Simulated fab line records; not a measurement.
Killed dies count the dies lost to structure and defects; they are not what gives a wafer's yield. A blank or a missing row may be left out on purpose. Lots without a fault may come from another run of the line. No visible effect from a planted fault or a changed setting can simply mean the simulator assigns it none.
Matching of chambers :: flow nandHarc :: NHARC_A_STAIRCASE_STRIP_476 on rieDiel-11: 4 sister chambers
The step strips in O2, time 20 s. 4 wafers are shown with their chamber, then 8 later ones without.

WAFERS WITH THEIR CHAMBER
wafer: L082.1
chamber: 0
showerheadPlenumPTorr (Torr): 3.46

wafer: L084.5
chamber: 2
showerheadPlenumPTorr (Torr): 3.33

wafer: L084.6
chamber: 3
showerheadPlenumPTorr (Torr): 3.40

wafer: L087.3
chamber: 1
showerheadPlenumPTorr (Torr): 3.61

WAFERS MISSING THEIR CHAMBER
wafer: L087.5
showerheadPlenumPTorr (Torr): 3.46

wafer: L087.6
showerheadPlenumPTorr (Torr): 3.61

wafer: L088.3
showerheadPlenumPTorr (Torr): 3.60

wafer: L088.5
showerheadPlenumPTorr (Torr): 3.60

wafer: L088.6
showerheadPlenumPTorr (Torr): 3.45

wafer: L097.1
showerheadPlenumPTorr (Torr): 3.60

wafer: L097.2
showerheadPlenumPTorr (Torr): 3.45

wafer: L097.3
showerheadPlenumPTorr (Torr): 3.38

WHICH CHAMBER EACH ONE RAN IN
wafer: L087.5
from the rows above: 0
in truth: 0

wafer: L087.6
from the rows above: 1
in truth: 1

wafer: L088.3
from the rows above: 1
in truth: 1

wafer: L088.5
from the rows above: 1
in truth: 1

wafer: L088.6
from the rows above: 0
in truth: 0

wafer: L097.1
from the rows above: 1
in truth: 1

wafer: L097.2
from the rows above: 0
in truth: 0

wafer: L097.3
from the rows above: 3
in truth: 3
Placed correctly: 8 of 8. From these rows, 0 cannot be placed. Number placed wrongly: 0.
How it was worked out, from the rows above alone: a wafer's distance from a chamber is the root of the sum, over the readings, of the square of ((its reading less the chamber's mean) divided by the reading's scatter). The wafer belongs to the nearest chamber; if the next one is less than 2 further off, it can't be placed. The mean given for a chamber averages the wafers shown for that chamber. The scatter: with one shown wafer a chamber, the root of the mean of the squares of how far each hidden wafer lies from its nearest shown one.
